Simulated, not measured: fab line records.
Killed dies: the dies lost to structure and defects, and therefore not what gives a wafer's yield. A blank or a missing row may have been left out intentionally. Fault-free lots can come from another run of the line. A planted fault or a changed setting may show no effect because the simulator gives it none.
Which tool did it? ; flow nand harc ; 24 lots, 72 wafers sampled, at 6 steps of a route of 1302

== WHAT THE GAUGES READ, wafer by wafer ==
The record holds no reading of a measuring or inspecting step that can be judged against a usual standard deviation.

== EACH LOT AND THE TOOL THAT RAN IT (in order: tool; ch and the chambers of the sampled wafers; start) ==
lot;NHARC_A_CONTACT_ETCH_116;NHARC_A_CONTACT_ETCH_119;NHARC_A_CONTACT_ETCH_76;NHARC_A_CONTACT_ETCH_124;NHARC_A_CONTACT_ETCH_91;NHARC_A_CONTACT_DEP_85
L074;har cap etch-03 ch 0,1, day 21 01:39;har cap etch-03 ch 0,1, day 21 02:10;rie diel-12 ch 1,2,3, day 21 11:25 or earlier;har cap etch-02 ch 0,1, day 21 11:25;rie diel-06 ch 0,1,3, day 21 13:49;pecvd-02 ch 0,1,2, day 21 17:32
L075;har cap etch-02 ch 0,1, day 21 18:08;har cap etch-02 ch 0,1, day 21 18:39;rie diel-05 ch 0,3, day 22 04:52 or earlier;har cap etch-03 ch 0,1, day 22 04:52;rie diel-12 ch 0,1, day 22 07:16;pecvd-02 ch 0,1, day 22 13:14
L076;har cap etch-03 ch 0,1, day 22 03:08;har cap etch-03 ch 0,1, day 22 03:38;rie diel-05 ch 0,3, day 22 12:11 or earlier;har cap etch-02 ch 0,1, day 22 12:11;rie diel-06 ch 0,2,3, day 22 14:34;pecvd-01 ch 0,2, day 22 19:39
L077;har cap etch-02 ch 0,1, day 22 03:55;har cap etch-02 ch 0,1, day 22 04:37;rie diel-05 ch 0,1,2, day 22 15:00 or earlier;har cap etch-01 ch 0,1, day 22 15:00;rie diel-06 ch 0,2, day 22 17:22;pecvd-02 ch 0,2, day 22 22:16
L078;har cap etch-03 ch 0,1, day 23 00:08;har cap etch-03 ch 0,1, day 23 00:39;rie diel-05 ch 2,3, day 23 09:06 or earlier;har cap etch-02 ch 0,1, day 23 09:06;rie diel-05 ch 0,1,3, day 23 11:30;pecvd-04 ch 0,1, day 23 14:26
L079;har cap etch-03 ch 0,1, day 23 13:17;har cap etch-03 ch 0,1, day 23 13:47;rie diel-05 ch 0,1,3, day 23 22:23 or earlier;har cap etch-02 ch 0,1, day 23 22:23;rie diel-05 ch 1,2,3, day 24 00:49;pecvd-02 ch 0,2, day 24 07:02
L081;har cap etch-01 ch 0,1, day 24 14:07;har cap etch-01 ch 0,1, day 24 14:38;rie diel-05 ch 1,2,3, day 25 00:43 or earlier;har cap etch-01 ch 0,1, day 25 00:43;rie diel-05 ch 1,2,3, day 25 03:03;pecvd-02 ch 0,1,2, day 25 06:00
L082;har cap etch-02 ch 0,1, day 24 14:59;har cap etch-02 ch 0,1, day 24 15:30;rie diel-05 ch 1,2, day 25 03:23 or earlier;har cap etch-02 ch 1, day 25 03:23;rie diel-06 ch 0,1, day 25 05:46;pecvd-01 ch 0,1,2, day 25 08:44
L080;har cap etch-03 ch 0,1, day 24 20:52;har cap etch-03 ch 0,1, day 24 21:22;rie diel-05 ch 1,3, day 25 06:38 or earlier;har cap etch-03 ch 0,1, day 25 06:38;rie diel-12 ch 0,2,3, day 25 09:03;pecvd-01 ch 0,1,2, day 25 11:58
L083;har cap etch-01 ch 0,1, day 25 19:10;har cap etch-01 ch 0,1, day 25 19:40;rie diel-05 ch 1,3, day 26 05:17 or earlier;har cap etch-03 ch 0,1, day 26 05:17;rie diel-05 ch 0,2, day 26 07:40;pecvd-02 ch 0,1, day 26 10:40
L085;har cap etch-02 ch 0,1, day 25 19:23;har cap etch-02 ch 0,1, day 25 19:54;rie diel-12 ch 0,1,2, day 26 05:53 or earlier;har cap etch-01 ch 0,1, day 26 05:53;rie diel-12 ch 0,1,2, day 26 08:17;pecvd-02 ch 0,1,2, day 26 11:17
L084;har cap etch-02 ch 0, day 26 13:06;har cap etch-02 ch 0, day 26 13:36;rie diel-05 ch 0,1,2, day 26 22:22 or earlier;har cap etch-01 ch 0,1, day 26 22:22;rie diel-05 ch 0,1,2, day 27 00:43;pecvd-04 ch 0,1,2, day 27 05:08
L086;har cap etch-03 ch 0,1, day 26 22:11;har cap etch-03 ch 0,1, day 26 22:41;rie diel-05 ch 2,3, day 27 07:31 or earlier;har cap etch-02 ch 0,1, day 27 07:31;rie diel-12 ch 2,3, day 27 09:49;pecvd-01 ch 0,2, day 27 15:14
L087;har cap etch-01 ch 0,1, day 27 13:25;har cap etch-01 ch 0,1, day 27 13:56;rie diel-05 ch 0,1,3, day 28 00:20 or earlier;har cap etch-02 ch 0,1, day 28 00:20;rie diel-05 ch 0,2,3, day 28 02:44;pecvd-02 ch 1,2, day 28 06:34
L089;har cap etch-03 ch 0,1, day 27 16:25;har cap etch-03 ch 0,1, day 27 16:55;rie diel-06 ch 1,2,3, day 28 01:26 or earlier;har cap etch-01 ch 0,1, day 28 01:26;rie diel-05 ch 1,2, day 28 04:34;pecvd-01 ch 0,1,2, day 28 08:19
L090;har cap etch-02 ch 0,1, day 27 16:51;har cap etch-02 ch 0,1, day 27 17:22;rie diel-06 ch 1,2,3, day 28 03:46 or earlier;har cap etch-03 ch 0,1, day 28 03:46;rie diel-05 ch 0,1, day 28 06:10;pecvd-04 ch 0,1, day 28 10:26
L088;har cap etch-03 ch 0,1, day 27 23:12;har cap etch-03 ch 0,1, day 27 23:43;rie diel-06 ch 2,3, day 28 09:25 or earlier;har cap etch-01 ch 0,1, day 28 09:25;rie diel-06 ch 0,3, day 28 11:44;pecvd-01 ch 0,1,2, day 28 14:43
L091;har cap etch-01 ch 0,1, day 28 18:21;har cap etch-01 ch 0,1, day 28 18:52;rie diel-05 ch 0,3, day 29 03:41 or earlier;har cap etch-02 ch 0,1, day 29 03:41;rie diel-06 ch 1,2,3, day 29 06:02;pecvd-04 ch 1,2, day 29 11:37
L093;har cap etch-03 ch 0,1, day 29 09:01;har cap etch-03 ch 0,1, day 29 09:31;rie diel-12 ch 0,2,3, day 29 18:10 or earlier;har cap etch-01 ch 0,1, day 29 18:10;rie diel-06 ch 1,2,3, day 29 20:36;pecvd-02 ch 0,1,2, day 29 23:29
L094;har cap etch-01 ch 0,1, day 29 09:23;har cap etch-01 ch 0,1, day 29 09:54;rie diel-05 ch 0,1,2, day 29 21:22 or earlier;har cap etch-02 ch 0,1, day 29 21:22;rie diel-05 ch 0,2,3, day 29 23:46;pecvd-01 ch 1,2, day 30 02:43
L092;har cap etch-02 ch 0,1, day 29 13:15;har cap etch-02 ch 0,1, day 29 13:46;rie diel-06 ch 0,2,3, day 29 23:58 or earlier;har cap etch-01 ch 0,1, day 29 23:58;rie diel-06 ch 0,1,3, day 30 02:23;pecvd-01 ch 0,1,2, day 30 05:41
L095;har cap etch-03 ch 0,1, day 29 23:49;har cap etch-03 ch 0,1, day 30 00:20;rie diel-05 ch 2,3, day 30 09:06 or earlier;har cap etch-02 ch 0,1, day 30 09:06;rie diel-05 ch 0,3, day 30 12:08;pecvd-01 ch 1,2, day 30 15:05
L097;har cap etch-03 ch 0,1, day 30 13:14;har cap etch-03 ch 0,1, day 30 13:45;rie diel-12 ch 1,2,3, day 30 22:28 or earlier;har cap etch-03 ch 0,1, day 30 22:28;rie diel-05 ch 0,2, day 31 00:53;pecvd-02 ch 1,2, day 31 07:41
L096;har cap etch-01 ch 0,1, day 30 13:29;har cap etch-01 ch 0,1, day 30 13:59;rie diel-05 ch 1,2,3, day 30 22:49 or earlier;har cap etch-01 ch 0,1, day 30 22:49;rie diel-06 ch 1,2, day 31 01:16;pecvd-04 ch 0,1, day 31 09:25
- NHARC_A_CONTACT_ETCH_116: etches the open film in C4F8/O2/Ar, time 190 s, target depth 1850 nm.
- NHARC_A_CONTACT_ETCH_119: etches the open film in C4F8/O2/Ar, time 190 s, target depth 1850 nm.
- NHARC_A_CONTACT_ETCH_76: etches the open film in N2/H2, target depth 260 nm, time 475.3 s.
- NHARC_A_CONTACT_ETCH_124: etches the open film in C4F8/O2/Ar, time 140 s, target depth 700 nm.
- NHARC_A_CONTACT_ETCH_91: etches the open film in CH3F/O2, target depth 40 nm, time 85.7 s.
- NHARC_A_CONTACT_DEP_85: deposits SiON, target thk 60 nm.

== WHAT THE TOOLS THEMSELVES READ (means of the sampled wafers that have a number; where no wafer has one, the mark that the record gives instead) ==
NHARC_A_CONTACT_ETCH_76. Usual: drypump motor current A 5.8 A, standard deviation 0.36; n2 flow sccm 150.0 sccm, standard deviation 0.46; oes product au 1.000 a.u., standard deviation 0.0085; rf vpp V 432.6 V, standard deviation 2.6; showerhead plenum p Torr 2.11 Torr, standard deviation 0.089; throttle valve pct 14.171 %, standard deviation 0.0094.
lot;tool;drypump motor current A (A);n2 flow sccm (sccm);oes product au (a.u.);rf vpp V (V);showerhead plenum p Torr (Torr);throttle valve pct (%);flag
L074;rie diel-12;5.9;150.0;1.007;432.6;2.09;14.170;
L075;rie diel-05;5.6;150.4;0.999;432.2;2.14;14.174;
L076;rie diel-05;5.7;149.9;1.000;432.3;2.10;14.177;
L077;rie diel-05;5.9;149.8;0.999;434.5;2.18;14.177;
L078;rie diel-05;5.8;149.6;1.001;432.0;2.12;14.161;
L079;rie diel-05;6.0;149.7;0.996;433.5;2.13;14.160;
L081;rie diel-05;6.1;149.8;0.999;433.5;2.14;14.170;
L082;rie diel-05;6.3;150.1;0.995;434.2;2.17;14.170;
L080;rie diel-05;6.1;150.0;0.989;432.0;2.10;14.176;
L083;rie diel-05;6.1;150.5;1.005;433.3;2.10;14.164;
L085;rie diel-12;6.0;150.1;0.990;430.9;2.07;14.169;
L084;rie diel-05;5.9;149.9;0.996;434.9;2.17;14.165;
L086;rie diel-05;5.7;150.0;1.010;433.0;2.16;14.171;
L087;rie diel-05;6.0;149.8;1.000;432.8;2.13;14.187;
L089;rie diel-06;5.5;150.2;0.992;430.3;2.04;14.172;
L090;rie diel-06;5.5;150.2;0.993;430.7;2.03;14.162;
L088;rie diel-06;5.6;150.0;0.995;430.2;2.01;14.176;
L091;rie diel-05;5.6;150.5;1.002;432.8;2.13;14.170;
L093;rie diel-12;6.0;149.9;1.000;432.6;2.09;14.167;
L094;rie diel-05;5.9;149.9;0.996;434.5;2.17;14.168;
L092;rie diel-06;5.5;150.3;1.005;429.8;2.01;14.174;
L095;rie diel-05;5.8;150.0;0.992;432.7;2.11;14.181;
L097;rie diel-12;5.9;150.0;1.000;430.3;2.06;14.168;
L096;rie diel-05;6.1;149.6;1.001;433.0;2.13;14.165;

NHARC_A_CONTACT_ETCH_91. Usual: drypump motor current A 5.8 A, standard deviation 0.4; oes product au 0.942 a.u., standard deviation 0.029; rf vpp V 245.1 V, standard deviation 1.7; showerhead plenum p Torr 2.51 Torr, standard deviation 0.11; throttle valve pct 20.663 %, standard deviation 0.0085.
lot;tool;drypump motor current A (A);oes product au (a.u.);rf vpp V (V);showerhead plenum p Torr (Torr);throttle valve pct (%);flag
L074;rie diel-06;5.7;1.008;243.1;2.39;20.655;
L075;rie diel-12;5.8;0.914;245.1;2.56;20.663;
L076;rie diel-06;5.5;0.927;244.0;2.44;20.659;
L077;rie diel-06;5.2;0.937;245.0;2.52;20.662;
L078;rie diel-05;6.0;0.922;246.1;2.56;20.668;
L079;rie diel-05;6.1;0.947;246.3;2.58;20.666;
L081;rie diel-05;6.0;0.925;246.4;2.58;20.660;
L082;rie diel-06;5.6;0.996;244.4;2.37;20.654;
L080;rie diel-12;6.0;0.927;245.2;2.53;20.666;
L083;rie diel-05;5.6;0.940;247.0;2.62;20.665;
L085;rie diel-12;5.9;0.922;243.9;2.49;20.660;
L084;rie diel-05;5.9;0.928;246.6;2.61;20.664;
L086;rie diel-12;6.1;1.010;244.0;2.43;20.660;
L087;rie diel-05;5.7;0.927;246.1;2.58;20.662;
L089;rie diel-05;6.3;0.929;247.2;2.60;20.654;
L090;rie diel-05;5.8;0.929;245.7;2.59;20.664;
L088;rie diel-06;5.8;0.925;242.9;2.34;20.662;
L091;rie diel-06;5.5;1.006;244.1;2.45;20.653;
L093;rie diel-06;5.5;0.934;244.1;2.45;20.664;
L094;rie diel-05;5.7;0.928;245.6;2.57;20.657;
L092;rie diel-06;5.7;0.930;243.3;2.37;20.672;
L095;rie diel-05;5.6;0.925;246.3;2.56;20.663;
L097;rie diel-05;5.6;0.927;246.8;2.62;20.667;
L096;rie diel-06;5.2;0.936;244.6;2.52;20.668;

NHARC_A_CONTACT_DEP_85. Usual: heater power outer w 465 W, standard deviation 100; heater power w 767 W, standard deviation 140.
lot;tool;heater power outer w (W);heater power w (W);flag
L074;pecvd-02;437;730;
L075;pecvd-02;529;871;
L076;pecvd-01;579;900;
L077;pecvd-02;354;601;
L078;pecvd-04;421;707;
L079;pecvd-02;384;629;
L081;pecvd-02;438;722;
L082;pecvd-01;513;814;
L080;pecvd-01;533;857;
L083;pecvd-02;522;873;
L085;pecvd-02;450;751;
L084;pecvd-04;413;700;
L086;pecvd-01;621;971;
L087;pecvd-02;483;795;
L089;pecvd-01;519;856;
L090;pecvd-04;402;693;
L088;pecvd-01;501;819;
L091;pecvd-04;432;731;
L093;pecvd-02;423;716;
L094;pecvd-01;506;804;
L092;pecvd-01;458;762;
L095;pecvd-01;457;756;
L097;pecvd-02;442;753;
L096;pecvd-04;380;660;

== THE ANSWER, worked out from the rows above alone ==
Rule: lot off if the mean of its wafers having a number is beyond 3 standard deviations from the usual mean. Also off: a lot with no number at a reading for which 4 or more lots have one. All remaining lots with rows at the step are treated as sound. Order of review: gauges by route order, followed by the tools' own readings, for which a lot's mean as printed above is used. The first step at which some lot is off is used, and at that step the reading that is off furthest; a lot without a number counts as furthest.
None of the lots is off at any reading shown; this tells nothing.

== WHAT THE SIMULATOR HAD INSERTED ==
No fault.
